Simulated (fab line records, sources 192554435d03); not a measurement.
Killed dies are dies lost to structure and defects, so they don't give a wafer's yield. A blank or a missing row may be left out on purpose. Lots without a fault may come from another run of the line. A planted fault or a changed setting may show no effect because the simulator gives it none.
Chamber matching | flow n5_finfet | N5_DUMMY_REMOVAL_STRIP_10 on rie_diel-03: 4 sister chambers
The step strips in N2/H2, time 40 s. 18 wafers are shown with their chamber, then 9 later ones without.

WAFERS WITH THEIR CHAMBER
wafer  | chamber | drypump_motor_current_A (A) | showerhead_plenum_p_Torr (Torr) | oes_product_au (a.u.)
L076.1 | 3       | 5.0                         | 3.23                            | 0.74
L076.2 | 1       | 5.6                         | 3.35                            | 0.71
L076.4 | 3       | 5.0                         | 3.23                            | 0.74
L075.3 | 1       | 5.7                         | 3.35                            | 0.71
L075.4 | 1       | 5.7                         | 3.35                            | 0.70
L075.5 | 3       | 5.0                         | 3.23                            | 0.74
L079.1 | 1       | 5.7                         | 3.35                            | 0.70
L079.2 | 2       | 5.6                         | 3.37                            | 0.74
L079.6 | 1       | 5.6                         | 3.35                            | 0.70
L080.1 | 3       | 5.0                         | 3.22                            | 0.73
L080.2 | 0       | 6.0                         | 3.46                            | 0.97
L080.4 | 2       | 5.6                         | 3.37                            | 0.73
L085.1 | 3       | 5.0                         | 3.22                            | 0.72
L085.3 | 0       | 6.0                         | 3.45                            | 0.94
L085.5 | 1       | 5.6                         | 3.34                            | 0.69
L089.3 | 1       | 5.7                         | 3.34                            | 0.69
L089.5 | 0       | 6.0                         | 3.45                            | 0.94
L089.6 | 1       | 5.7                         | 3.34                            | 0.69

SIGNATURES (means of the wafers above)
reading                  | chamber 0 | chamber 1 | chamber 2 | chamber 3 | scatter within a chamber
drypump_motor_current_A  | 6.000     | 5.662     | 5.600     | 5.000     | 0.0366
showerhead_plenum_p_Torr | 3.4533    | 3.3462    | 3.3700    | 3.2260    | 0.00517
oes_product_au           | 0.9500    | 0.6987    | 0.7350    | 0.7340    | 0.0102
Rule: a wafer's distance from a chamber is the root of the sum, over the readings, of the square of ((its reading less the chamber's mean) divided by the reading's scatter). The wafer belongs to the nearest chamber; if the next one is less than 2 further off, it can't be placed. The scatter: the root of (the sum of the squares of (reading less its chamber's mean) over the shown wafers, divided by (wafers less chambers)).

WAFERS WITHOUT THEIR CHAMBER
wafer  | drypump_motor_current_A (A) | showerhead_plenum_p_Torr (Torr) | oes_product_au (a.u.)
L093.1 | 5.0                         | 3.21                            | 0.72
L093.2 | 5.7                         | 3.34                            | 0.68
L093.4 | 5.6                         | 3.35                            | 0.71
L094.1 | 5.0                         | 3.21                            | 0.71
L094.2 | 5.7                         | 3.33                            | 0.67
L094.4 | 6.0                         | 3.44                            | 0.91
L097.1 | 5.6                         | 3.35                            | 0.71
L097.4 | 6.0                         | 3.44                            | 0.90
L097.5 | 5.7                         | 3.33                            | 0.67

WHICH CHAMBER EACH WENT THROUGH
wafer  | from the rows above | in truth
L093.1 | 3                   | 3
L093.2 | 1                   | 1
L093.4 | 1                   | 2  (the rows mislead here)
L094.1 | 3                   | 3
L094.2 | 1                   | 1
L094.4 | 0                   | 0
L097.1 | 1                   | 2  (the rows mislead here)
L097.4 | 0                   | 0
L097.5 | 1                   | 1
Placed correctly: 7 of 9. Can't be placed from these rows: 0. Placed wrongly: 2.
